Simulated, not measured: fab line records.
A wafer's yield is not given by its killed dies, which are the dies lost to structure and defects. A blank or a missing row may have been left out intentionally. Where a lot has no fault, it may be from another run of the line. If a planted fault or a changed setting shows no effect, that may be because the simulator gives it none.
Comparing a struck lot with a sound one + flow n5-finfet + 36 out of 1938 route steps
Sound: wafers L144.2, L144.3, L144.6. The struck wafers were L134.1, L134.2, L134.5. The cause is given at the end.
For every step that has rows: the tool of each side, followed by ch and its chambers, followed by its first start. Under that, the readings that differ: sound wafers + struck wafers + difference of the means + sigmas: that difference in standard deviations of wafers without a fault.
alike: words and numbers the same on both sides, and readings whose means are apart by under 2 such deviations; not compared: readings that were withheld, readings missing a value for some wafer, numbers with overlapping values and no deviation given by the record, and bounds like >300 which may hide the same value.
Wherever a step has rows on one side only, a row that says differs or no value, or a row with sigmas, the two part there. When numbers do not overlap yet have no deviation, they are printed without sigmas and do not part them. A reading missing from all wafers of one side parts the sides only when that side holds two or more wafers.

first, 33 steps without rows for these wafers: N5_BEOL_M4_ANNEAL_95 (time 240 s); N5_BEOL_M4_SPUTTER_96 (material Cu, target thk 4.5 nm, time 8.29 s); N5_BEOL_M4_ECD_50 (material Cu, target thk 300 nm); N5_BEOL_M4_ANNEAL_51 (time 90 s); N5_BEOL_M4_CMP_52 (polishes, stops on SiOC, t overpolish 6.8 s, target thk 40 nm); N5_BEOL_M4_PRE_CLEAN_60 (time 15 s); N5_BEOL_M4_CO_CAP_55 (material Co, precursor CCTBA/H2, target thk 2 nm, time 102.1 s); N5_BEOL_M4_PRE_CLEAN_56 (time 15 s); N5_BEOL_M4_DEP_57 (deposits SiCN from 3MS/NH3, target thk 8 nm, time 14 s); N5_BEOL_M5_ILD_DEP_00 (deposits SiCOH lowk from DEMS/porogen, target thk 140.64 nm, time 25.9 s); N5_BEOL_M5_CURE_79 (cures SiCOH lowk, time 240 s); N5_BEOL_M5_PECVD_70 (deposits SiO2 from TEOS/O2, target thk 16 nm, time 18 s); N5_BEOL_M5_HM_DEP_02 (deposits TiN, target thk 20 nm); N5_BEOL_M5_COAT_59 (time 60 s, resist thk 60 nm); N5_BEOL_M5_COAT_60 (time 60 s, resist thk 12 nm); N5_BEOL_M5_COAT_71 (time 60 s, resist thk 5 nm); N5_BEOL_M5_COAT_05 (resist thk 30 nm); N5_BEOL_M5_EBR_07; N5_BEOL_M5_SOFTBAKE_06 (time 60 s); N5_BEOL_M5_EXPOSE_08 (exposes mask M5, target cd 28 nm); N5_BEOL_M5_PEB_09 (peb time 60 s); N5_BEOL_M5_DEVELOP_10 (develop time 30 s); N5_BEOL_M5_DESCUM_16 (chemistry O2, time 7 s); N5_BEOL_M5_ETCH_72 (etches underlayer in N2/H2, target depth 6.5 nm, time 5.2 s); N5_BEOL_M5_ETCH_61 (etches SiARC in CF4, target depth 15.6 nm, time 26 s); N5_BEOL_M5_ETCH_62 (etches SOC in N2/H2, target depth 75 nm, overetch 15 nm, time 112.5 s); N5_BEOL_M5_STRIP_63 (strips in N2/H2); N5_BEOL_M5_STRIP_73 (strips in N2/H2); N5_BEOL_M5_STRIP_64 (strips in CF4); N5_BEOL_M5_HM_OPEN_17 (chemistry Cl2/BCl3, target TiN, target depth 20 nm, overetch 6 nm); N5_BEOL_M5_STRIP_19 (strips in O2); N5_BEOL_M5_COAT_65 (time 60 s, resist thk 60 nm); N5_BEOL_M5_COAT_66 (time 60 s, resist thk 12 nm).
N5_BEOL_M5_ALD_86: deposits TaN, pulse time 2 s, purge time 3 s, co reactant purge time 2 s.
  sound on ald-metal-04 ch 2,3, day 12 20:20; struck on ald-metal-04 ch 0,2,3, day 10 00:29
  no value came back on the struck wafers for ald-cycles, chamber-pressure-Torr (Torr), heater-power-w (W); on the sound wafers ald-cycles reads 30 30 30
  not compared: since-wet-clean-h
N5_BEOL_M5_CMP_52: polishes, stops on SiCOH lowk, t overpolish 6.9 s, target thk 62 nm.
  sound on cmp-03 ch 0,1,2, day 13 01:40; struck on cmp-03 ch 2,3, day 10 05:48
| reading                      | sound          | struck         | difference | sigmas |
|------------------------------|----------------|----------------|------------|--------|
| barrier-field-endpoint-s (s) | 25.5 25.4 25.5 | 22.7 22.3 22.4 | -3.0       | -4     |
  alike: clearing-platen-down-force-psi, head-pressure-psi, motor-current-A
  not compared: pad-life-wafers
-- record jumps: 4 days separate the struck wafers' starts on either side; left off in module BEOL_M5, taken up again in module PASSIVATION, whose first shown step is the route's number 1936 --
N5_PASSIVATION_PROBE_49:
  sound: prober-01 at day 16 14:46; struck: prober-01 at day 14 01:12
| reading         | sound      | struck         | difference | sigmas      |
|-----------------|------------|----------------|------------|-------------|
| killed_at_M4_up | 11 15 21   | 1100 1088 1089 | +1077      | +99 or more |
| killed-dies     | 79 105 131 | 1180 1180 1180 | +1075      | +63         |
| killed-on-rim   | 7 20 17    | 152 152 152    | +137       | +31         |
  alike: killed_at_M0_to_M3, killed-at-contacts, killed-at-front-end, killed-at-other, killed-open, killed-short

== WHERE THEY PART ==
Last at N5_PASSIVATION_PROBE_49 as far as this record goes, first at N5_BEOL_M5_ALD_86.

WHY: the cause the simulator had injected
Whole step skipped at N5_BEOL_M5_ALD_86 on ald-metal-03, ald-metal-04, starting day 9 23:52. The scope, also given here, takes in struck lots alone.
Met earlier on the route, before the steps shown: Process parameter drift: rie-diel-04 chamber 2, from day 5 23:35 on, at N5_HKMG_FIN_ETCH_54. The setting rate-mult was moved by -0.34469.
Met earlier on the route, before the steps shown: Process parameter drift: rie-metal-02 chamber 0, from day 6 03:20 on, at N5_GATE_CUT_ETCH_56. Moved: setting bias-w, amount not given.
